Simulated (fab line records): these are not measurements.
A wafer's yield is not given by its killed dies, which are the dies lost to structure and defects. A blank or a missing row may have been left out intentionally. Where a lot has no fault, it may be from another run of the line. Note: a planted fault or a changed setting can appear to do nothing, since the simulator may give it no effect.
Matching of chambers / flow nand_harc / rie_diel-09 running NHARC_A_M0_DESCUM_14: 4 sister chambers
The step chemistry O2, time 3 s. 14 wafers are shown with their chamber, then 7 later ones without.

## WAFERS PAIRED WITH THEIR CHAMBERS
wafer=L074.2; chamber=1; showerhead_plenum_p_Torr (Torr)=1.87; drypump_motor_current_A (A)=5.2; rf_vpp_V (V)=56.9
wafer=L074.3; chamber=2; showerhead_plenum_p_Torr (Torr)=1.95; drypump_motor_current_A (A)=6.3; rf_vpp_V (V)=58.0
wafer=L074.5; chamber=1; showerhead_plenum_p_Torr (Torr)=1.87; drypump_motor_current_A (A)=5.2; rf_vpp_V (V)=58.9
wafer=L076.2; chamber=1; showerhead_plenum_p_Torr (Torr)=1.87; drypump_motor_current_A (A)=5.2; rf_vpp_V (V)=55.2
wafer=L076.4; chamber=3; showerhead_plenum_p_Torr (Torr)=1.89; drypump_motor_current_A (A)=6.5; rf_vpp_V (V)=58.6
wafer=L076.5; chamber=3; showerhead_plenum_p_Torr (Torr)=1.89; drypump_motor_current_A (A)=6.5; rf_vpp_V (V)=58.4
wafer=L078.1; chamber=3; showerhead_plenum_p_Torr (Torr)=1.89; drypump_motor_current_A (A)=6.5; rf_vpp_V (V)=59.2
wafer=L078.3; chamber=0; showerhead_plenum_p_Torr (Torr)=1.77; drypump_motor_current_A (A)=6.2; rf_vpp_V (V)=57.5
wafer=L078.5; chamber=2; showerhead_plenum_p_Torr (Torr)=1.94; drypump_motor_current_A (A)=6.4; rf_vpp_V (V)=57.9
wafer=L085.3; chamber=2; showerhead_plenum_p_Torr (Torr)=1.94; drypump_motor_current_A (A)=6.3; rf_vpp_V (V)=57.3
wafer=L085.4; chamber=1; showerhead_plenum_p_Torr (Torr)=1.87; drypump_motor_current_A (A)=5.2; rf_vpp_V (V)=56.0
wafer=L085.6; chamber=0; showerhead_plenum_p_Torr (Torr)=1.77; drypump_motor_current_A (A)=6.2; rf_vpp_V (V)=56.8
wafer=L089.4; chamber=1; showerhead_plenum_p_Torr (Torr)=1.87; drypump_motor_current_A (A)=5.3; rf_vpp_V (V)=56.4
wafer=L089.5; chamber=0; showerhead_plenum_p_Torr (Torr)=1.77; drypump_motor_current_A (A)=6.2; rf_vpp_V (V)=57.3

SIGNATURES (averages over the wafers above)
reading=showerhead_plenum_p_Torr; chamber 0=1.7700; chamber 1=1.8700; chamber 2=1.9433; chamber 3=1.8900; scatter within a chamber=0.00258
reading=drypump_motor_current_A; chamber 0=6.200; chamber 1=5.220; chamber 2=6.333; chamber 3=6.500; scatter within a chamber=0.0383
reading=rf_vpp_V; chamber 0=57.200; chamber 1=56.680; chamber 2=57.733; chamber 3=58.733; scatter within a chamber=0.927
Rule: a wafer lies at a distance from a chamber equal to the root of the sum of squares, over the readings, of (its reading less the chamber's mean, divided by the reading's scatter). The wafer belongs to the nearest chamber; if the next one is less than 2 further off, it can't be placed. The scatter: take each reading less its chamber's mean, square it, sum over the shown wafers, divide by the number of wafers less the number of chambers, and take the root.

## WAFERS WITH NO CHAMBER GIVEN
wafer=L089.6; showerhead_plenum_p_Torr (Torr)=1.87; drypump_motor_current_A (A)=5.2; rf_vpp_V (V)=57.9
wafer=L091.1; showerhead_plenum_p_Torr (Torr)=1.87; drypump_motor_current_A (A)=5.2; rf_vpp_V (V)=58.5
wafer=L091.5; showerhead_plenum_p_Torr (Torr)=1.77; drypump_motor_current_A (A)=6.2; rf_vpp_V (V)=57.2
wafer=L091.6; showerhead_plenum_p_Torr (Torr)=1.89; drypump_motor_current_A (A)=6.4; rf_vpp_V (V)=56.7
wafer=L095.1; showerhead_plenum_p_Torr (Torr)=1.87; drypump_motor_current_A (A)=5.2; rf_vpp_V (V)=58.2
wafer=L095.3; showerhead_plenum_p_Torr (Torr)=1.77; drypump_motor_current_A (A)=6.2; rf_vpp_V (V)=57.6
wafer=L095.5; showerhead_plenum_p_Torr (Torr)=1.94; drypump_motor_current_A (A)=6.3; rf_vpp_V (V)=58.2

## WHICH CHAMBER EACH WENT THROUGH
wafer=L089.6; from the rows above=1; in truth=1
wafer=L091.1; from the rows above=1; in truth=1
wafer=L091.5; from the rows above=0; in truth=0
wafer=L091.6; from the rows above=3; in truth=3
wafer=L095.1; from the rows above=1; in truth=1
wafer=L095.3; from the rows above=0; in truth=0
wafer=L095.5; from the rows above=2; in truth=2
Correctly placed: 7 of 7. From these rows, 0 cannot be placed. 0 placed wrongly.
